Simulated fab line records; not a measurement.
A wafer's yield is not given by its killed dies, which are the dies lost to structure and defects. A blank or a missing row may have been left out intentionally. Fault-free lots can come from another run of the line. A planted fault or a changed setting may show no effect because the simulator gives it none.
Which tool was responsible? || flow n5 finfet || 10 lots, 30 wafers sampled, at 5 steps of a route of 1938

WHAT EACH GAUGE READ, for each wafer
N5_BEOL_M1_THK_MEAS_01.
{"lot": "L452", "measured": "day 6 03:02", "on": "film metro-02", "M1_ILD_THK (nm)": "79.2 80.3 79.7"}
{"lot": "L453", "measured": "day 6 04:32", "on": "film metro-02", "M1_ILD_THK (nm)": "80.1 81.8 79.9"}
{"lot": "L459", "measured": "day 7 17:18", "on": "film metro-01", "M1_ILD_THK (nm)": "79.9 79.0 79.9"}
{"lot": "L463", "measured": "day 8 21:34", "on": "film metro-02", "M1_ILD_THK (nm)": "121.0 123.3 79.1"}
{"lot": "L464", "measured": "day 9 03:07", "on": "film metro-01", "M1_ILD_THK (nm)": "122.9 123.3 82.1"}
{"lot": "L465", "measured": "day 9 10:20", "on": "film metro-02", "M1_ILD_THK (nm)": "79.6 81.1 80.3"}
{"lot": "L468", "measured": "day 9 22:39", "on": "film metro-02", "M1_ILD_THK (nm)": "78.6 81.0 80.9"}
{"lot": "L472", "measured": "day 10 20:22", "on": "film metro-01", "M1_ILD_THK (nm)": "78.4 78.1 79.4"}
{"lot": "L471", "measured": "day 10 20:34", "on": "film metro-02", "M1_ILD_THK (nm)": "80.1 80.7 80.1"}
{"lot": "L474", "measured": "day 11 09:47", "on": "film metro-01", "M1_ILD_THK (nm)": "78.3 79.8 78.9"}

WHAT TOOL EACH LOT RAN ON (gives the tool, then ch and the chambers of the sampled wafers, and finally the start)
{"lot": "L452", "N5_BEOL_M0_SPUTTER_116": "pvd sputter-02, day 6 00:36", "N5_BEOL_M0_ANNEAL_117": "pvd sputter-02, day 6 00:41", "N5_BEOL_M0_SPUTTER_134": "pvd sputter-02, day 6 00:50", "N5_BEOL_M1_ILD_DEP_00": "pecvd-02 ch 0,1,2, day 6 02:59"}
{"lot": "L453", "N5_BEOL_M0_SPUTTER_116": "pvd sputter-03, day 6 02:47", "N5_BEOL_M0_ANNEAL_117": "pvd sputter-03, day 6 02:52", "N5_BEOL_M0_SPUTTER_134": "pvd sputter-03, day 6 03:01", "N5_BEOL_M1_ILD_DEP_00": "pecvd-03 ch 0,2, day 6 04:28"}
{"lot": "L459", "N5_BEOL_M0_SPUTTER_116": "pvd sputter-02, day 7 15:46", "N5_BEOL_M0_ANNEAL_117": "pvd sputter-02, day 7 15:50", "N5_BEOL_M0_SPUTTER_134": "pvd sputter-02, day 7 16:00", "N5_BEOL_M1_ILD_DEP_00": "pecvd-02 ch 0,1,2, day 7 17:15"}
{"lot": "L463", "N5_BEOL_M0_SPUTTER_116": "pvd sputter-01, day 8 19:56", "N5_BEOL_M0_ANNEAL_117": "pvd sputter-01, day 8 20:01", "N5_BEOL_M0_SPUTTER_134": "pvd sputter-01, day 8 20:10", "N5_BEOL_M1_ILD_DEP_00": "pecvd-03 ch 1,2, day 8 21:28"}
{"lot": "L464", "N5_BEOL_M0_SPUTTER_116": "pvd sputter-02, day 9 01:34", "N5_BEOL_M0_ANNEAL_117": "pvd sputter-02, day 9 01:39", "N5_BEOL_M0_SPUTTER_134": "pvd sputter-02, day 9 01:49", "N5_BEOL_M1_ILD_DEP_00": "pecvd-03 ch 0,2, day 9 03:02"}
{"lot": "L465", "N5_BEOL_M0_SPUTTER_116": "pvd sputter-01, day 9 08:44", "N5_BEOL_M0_ANNEAL_117": "pvd sputter-01, day 9 08:50", "N5_BEOL_M0_SPUTTER_134": "pvd sputter-01, day 9 09:01", "N5_BEOL_M1_ILD_DEP_00": "pecvd-01 ch 0,1,2, day 9 10:16"}
{"lot": "L468", "N5_BEOL_M0_SPUTTER_116": "pvd sputter-03, day 9 20:24", "N5_BEOL_M0_ANNEAL_117": "pvd sputter-03, day 9 20:29", "N5_BEOL_M0_SPUTTER_134": "pvd sputter-03, day 9 20:38", "N5_BEOL_M1_ILD_DEP_00": "pecvd-02 ch 0,2, day 9 22:35"}
{"lot": "L472", "N5_BEOL_M0_SPUTTER_116": "pvd sputter-03, day 10 18:31", "N5_BEOL_M0_ANNEAL_117": "pvd sputter-03, day 10 18:36", "N5_BEOL_M0_SPUTTER_134": "pvd sputter-03, day 10 18:46", "N5_BEOL_M1_ILD_DEP_00": "pecvd-02 ch 0,1,2, day 10 20:17"}
{"lot": "L471", "N5_BEOL_M0_SPUTTER_116": "pvd sputter-03, day 10 18:58", "N5_BEOL_M0_ANNEAL_117": "pvd sputter-03, day 10 19:02", "N5_BEOL_M0_SPUTTER_134": "pvd sputter-03, day 10 19:12", "N5_BEOL_M1_ILD_DEP_00": "pecvd-01 ch 0,1,2, day 10 20:30"}
{"lot": "L474", "N5_BEOL_M0_SPUTTER_116": "pvd sputter-02, day 11 07:59", "N5_BEOL_M0_ANNEAL_117": "pvd sputter-02, day 11 08:04", "N5_BEOL_M0_SPUTTER_134": "pvd sputter-02, day 11 08:13", "N5_BEOL_M1_ILD_DEP_00": "pecvd-01 ch 1,2, day 11 09:43"}
- N5_BEOL_M0_SPUTTER_116: material Cu, target thk 4 nm, time 7.37 s.
- N5_BEOL_M0_ANNEAL_117: time 60 s.
- N5_BEOL_M0_SPUTTER_134: material Cu, target thk 4 nm, time 7.37 s.
- N5_BEOL_M1_ILD_DEP_00: deposits SiOC from DEMS/O2, target thk 79 nm, time 15.3 s.

THE ANSWER, worked out from the rows above alone
Rule: what is usual is taken from the lots themselves. Put in order of their means at a reading, lots are off if they are a third of the lots or fewer, leave a main group of 4 or more, and stand apart from it by a gap of 3 or more times the standard deviation of the main group's means; of several such gaps the widest counts. Not used: any main group whose means are identical at the precision the tables above print for the reading. Also off: a lot with no number at a reading for which 4 or more lots have one. Any other lot the step has rows for is counted as sound.
Off: at N5_BEOL_M1_THK_MEAS_01 (M1_ILD_THK), L463, L464. Mean 79.8 nm and standard deviation 0.65 in the main group.
A tool fits if, at a process step before that reading, it ran every lot that is off, and no sound lot after the first of them. Gauges at N5_BEOL_M1_THK_MEAS_01: tried the same way as those tools. One candidate fits, namely pecvd-03 at N5_BEOL_M1_ILD_DEP_00. A fault onset in the window from L453 (day 6 04:28, its last sound lot) to L463 (day 8 21:28, its first lot off) fits.

WHAT THE SIMULATOR HAD PUT IN
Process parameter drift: pecvd-03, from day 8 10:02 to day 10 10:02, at N5_BEOL_M1_ILD_DEP_00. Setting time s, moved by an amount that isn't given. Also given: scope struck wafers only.
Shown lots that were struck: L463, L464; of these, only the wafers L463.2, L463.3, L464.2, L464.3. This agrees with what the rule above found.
